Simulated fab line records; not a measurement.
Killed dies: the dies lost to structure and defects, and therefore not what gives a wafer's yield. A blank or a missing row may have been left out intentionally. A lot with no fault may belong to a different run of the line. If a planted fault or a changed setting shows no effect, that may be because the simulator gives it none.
Which tool did it? ; flow nand-harc ; 12 lots with 36 wafers sampled at 6 steps, on a route of 1159 steps

WHAT THE GAUGES SHOWED, per wafer
NHARC_P_M1_CD_MEAS_09: the cd target is 130 nm.
lot;measured;on;cd-nm (nm)
L957;day 6 02:21;cd-sem-02;129.0 129.6 128.2
L960;day 7 04:34;cd-sem-02;129.2 129.8 130.2
L963;day 7 10:43;cd-sem-02;130.4 130.0 129.3
L965;day 8 00:12;cd-sem-02;129.2 130.2 129.7
L966;day 8 05:47;cd-sem-02;130.3 129.7 129.5
L971;day 9 08:54;cd-sem-03;129.3 130.0 129.9
L968;day 9 10:07;cd-sem-03;130.6 130.3 129.3
L975;day 10 14:07;cd-sem-03;135.3 136.3 135.5
L978;day 10 22:39;cd-sem-02;130.1 130.1 129.3
L977;day 10 23:13;cd-sem-01;135.7 136.0 135.8
L979;day 11 13:03;cd-sem-03;131.1 131.0 130.7
L980;day 12 02:29;cd-sem-02;130.5 129.7 129.6

NHARC_END_SORT_01.
lot;measured;on;defect-limited-yield (%);killed-at-array;killed-at-other;killed-at-periphery;killed-dies;killed-open;killed-short;sort_bin_2_pct (%);sort_bin_3_pct (%);sort_bin_4_pct (%);sort-n-pass;sort-rim-yield-pct (%);sort-yield-pct (%)
L965;day 21 18:26;prober-01;94.5 94.4 95.9;35 35 26;1 0 2;1 3 0;37 38 28;0 4 2;3 2 0;1.5 0.9 1.2;0.44 0.59 0.15;3.5 4.1 2.8;640 639 649;93 90 95;94.5 94.4 95.9
L966;day 21 13:15;prober-02;95.0 97.3 95.9;28 16 24;1 0 0;5 2 4;34 18 28;4 3 2;4 2 3;1.3 0.7 0.9;0.30 0.15 0.44;3.4 1.8 2.8;643 659 649;94 95 98;95.0 97.3 95.9
L971;day 22 11:19;prober-02;92.9 92.8 92.6;44 45 48;0 1 0;4 3 2;48 49 50;5 5 2;1 4 3;2.8 2.5 1.8;0.15 0.15 0.89;4.1 4.6 4.7;629 628 627;87 92 88;92.9 92.8 92.6
L968;day 22 16:40;prober-02;93.6;37;1;5;43;4;1;1.3;0.15;4.9;634;93;93.6
L975;day 24 11:56;prober-02;98.1 96.5 97.0;12 24 16;0 0 0;1 0 4;13 24 20;1 4 2;2 4 3;0.4 0.3 1.5;0.15 0.44 0.15;1.3 2.8 1.3;664 653 657;97 96 99;98.1 96.5 97.0

WHICH TOOL RAN EACH LOT (tool, then ch and the chambers of the sampled wafers, then the start)
lot;NHARC_P_M1_PEB_07;NHARC_P_M1_PRE_CLEAN_30;NHARC_P_M1_PVD_21;NHARC_P_M1_ANNEAL_31
L957;litho-track-01 ch 0, day 6 02:16;pvd-sputter-01, day 6 04:22 or earlier;pvd-sputter-01, day 6 04:22 or earlier;rtp-anneal-02 ch 0, day 6 04:22
L960;litho-track-01 ch 0, day 7 04:29;pvd-sputter-03, day 7 06:32 or earlier;pvd-sputter-03, day 7 06:32 or earlier;rtp-anneal-02 ch 0, day 7 06:32
L963;litho-track-06 ch 0, day 7 10:37;pvd-sputter-03, day 7 12:49 or earlier;pvd-sputter-03, day 7 12:49 or earlier;rtp-anneal-01 ch 0, day 7 12:49
L965;litho-track-06 ch 0, day 8 00:07;pvd-sputter-03, day 8 02:11 or earlier;pvd-sputter-03, day 8 02:11 or earlier;rtp-anneal-01 ch 0, day 8 02:11
L966;litho-track-06 ch 0, day 8 05:42;pvd-sputter-02, day 8 07:55 or earlier;pvd-sputter-02, day 8 07:55 or earlier;rtp-anneal-01 ch 0, day 8 07:55
L971;litho-track-06 ch 0, day 9 08:49;pvd-sputter-01, day 9 10:59 or earlier;pvd-sputter-01, day 9 10:59 or earlier;rtp-anneal-02 ch 0, day 9 10:59
L968;litho-track-04 ch 0, day 9 10:02;pvd-sputter-03, day 9 12:04 or earlier;pvd-sputter-03, day 9 12:04 or earlier;rtp-anneal-02 ch 0, day 9 12:04
L975;litho-track-06 ch 0, day 10 14:02;pvd-sputter-02, day 10 16:04 or earlier;pvd-sputter-02, day 10 16:04 or earlier;rtp-anneal-01 ch 0, day 10 16:04
L978;litho-track-04 ch 0, day 10 22:34;pvd-sputter-01, day 11 00:41 or earlier;pvd-sputter-01, day 11 00:41 or earlier;rtp-anneal-01 ch 0, day 11 00:41
L977;litho-track-06 ch 0, day 10 23:08;pvd-sputter-02, day 11 01:23 or earlier;pvd-sputter-02, day 11 01:23 or earlier;rtp-anneal-01 ch 0, day 11 01:23
L979;litho-track-04 ch 0, day 11 12:58;pvd-sputter-02, day 11 15:08 or earlier;pvd-sputter-02, day 11 15:08 or earlier;rtp-anneal-01 ch 0, day 11 15:08
L980;litho-track-04 ch 0, day 12 02:25;pvd-sputter-01, day 12 04:29 or earlier;pvd-sputter-01, day 12 04:29 or earlier;rtp-anneal-01 ch 0, day 12 04:29
- NHARC_P_M1_PEB_07: peb time 65 s.
- NHARC_P_M1_PRE_CLEAN_30: time 30 s.
- NHARC_P_M1_PVD_21: deposits Cu, target thk 30 nm, time 20.49 s.
- NHARC_P_M1_ANNEAL_31: time 90 s.

AS READ BY THE TOOLS THEMSELVES (means over the sampled wafers that have a number; for cases with no such wafer, the mark the record gives instead)
NHARC_P_M1_PEB_07.
lot;tool;heater-power-total-W (W);plate-temp-C (C)
L957;litho-track-01;156.5;99.95
L960;litho-track-01;156.6;100.01
L963;litho-track-06;156.2;100.13
L965;litho-track-06;157.0;99.95
L966;litho-track-06;156.5;99.88
L971;litho-track-06;156.5;99.78
L968;litho-track-04;156.7;99.95
L975;litho-track-06;160.1;101.55
L978;litho-track-04;157.1;100.11
L977;litho-track-06;160.1;101.76
L979;litho-track-04;156.6;100.27
L980;litho-track-04;156.4;99.96

NHARC_P_M1_PRE_CLEAN_30.
lot;tool;heater-power-w (W)
L957;pvd-sputter-01;418
L960;pvd-sputter-03;388
L963;pvd-sputter-03;356
L965;pvd-sputter-03;397
L966;pvd-sputter-02;379
L971;pvd-sputter-01;428
L968;pvd-sputter-03;398
L975;pvd-sputter-02;365
L978;pvd-sputter-01;450
L977;pvd-sputter-02;379
L979;pvd-sputter-02;402
L980;pvd-sputter-01;441

NHARC_P_M1_PVD_21.
lot;tool;throttle-valve-pct (%)
L957;pvd-sputter-01;30.0
L960;pvd-sputter-03;30.0
L963;pvd-sputter-03;30.5
L965;pvd-sputter-03;30.0
L966;pvd-sputter-02;29.6
L971;pvd-sputter-01;29.9
L968;pvd-sputter-03;30.1
L975;pvd-sputter-02;29.9
L978;pvd-sputter-01;30.2
L977;pvd-sputter-02;29.8
L979;pvd-sputter-02;29.8
L980;pvd-sputter-01;30.0

NHARC_P_M1_ANNEAL_31.
lot;tool;wafer_temp_C_max
L957;rtp-anneal-02;225.97
L960;rtp-anneal-02;226.04
L963;rtp-anneal-01;225.85
L965;rtp-anneal-01;225.79
L966;rtp-anneal-01;225.91
L971;rtp-anneal-02;226.09
L968;rtp-anneal-02;225.89
L975;rtp-anneal-01;225.70
L978;rtp-anneal-01;225.67
L977;rtp-anneal-01;226.00
L979;rtp-anneal-01;225.79
L980;rtp-anneal-01;226.38

THE ANSWER, worked out from the rows above alone
Rule: usual is defined by the lots themselves. The widest of any qualifying gaps counts: lots, ordered by their means at a reading, are off when they make up no more than a third of the lots, leave a main group of 4 or more, and stand apart from it by 3 or more times the standard deviation of that group's means. A main group whose means are all the same, to the digits that the tables above print for the reading, isn't used. A lot without any number at a reading at which 4 lots or more have one is off too. The other lots that the step has rows for count as sound. After the gauges, taken in route order, come the tools' own readings; for these a lot's mean is taken, as printed above. At the first step where some lot is off, the reading lying furthest off is the one used; lots without a number count as furthest.
Off: L975, L977, at NHARC_P_M1_CD_MEAS_09 (cd-nm). The main group: mean 129.9 nm, standard deviation 0.46.
A tool fits if, at a process step before that reading, it ran every lot that is off, and no sound lot after the first of them. The gauges at NHARC_P_M1_CD_MEAS_09 aren't tried: what is off there is off at NHARC_P_M1_PEB_07 too, on other tools, and a gauge's error can't cause that. One fits: litho-track-06 at NHARC_P_M1_PEB_07. Its last sound lot is L971 (day 9 08:49), its first lot that is off L975 (day 10 14:02): a fault that began between those two fits.
The tool's own readings at NHARC_P_M1_PEB_07 bear it out: on the lots that are off they differ by more than 5 times the standard deviation of the sound lots' means. heater-power-total-W reads 160.1 W there against 156.6 W on the sound lots; plate-temp-C reads 101.66 C there against 100.00 C on the sound lots.

WHAT WAS PUT IN BY THE SIMULATOR
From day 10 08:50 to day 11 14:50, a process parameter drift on litho-track-06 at NHARC_P_M1_PEB_07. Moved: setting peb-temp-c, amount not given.
Lots struck among those shown: L975, L977. The rule above reached the same finding.
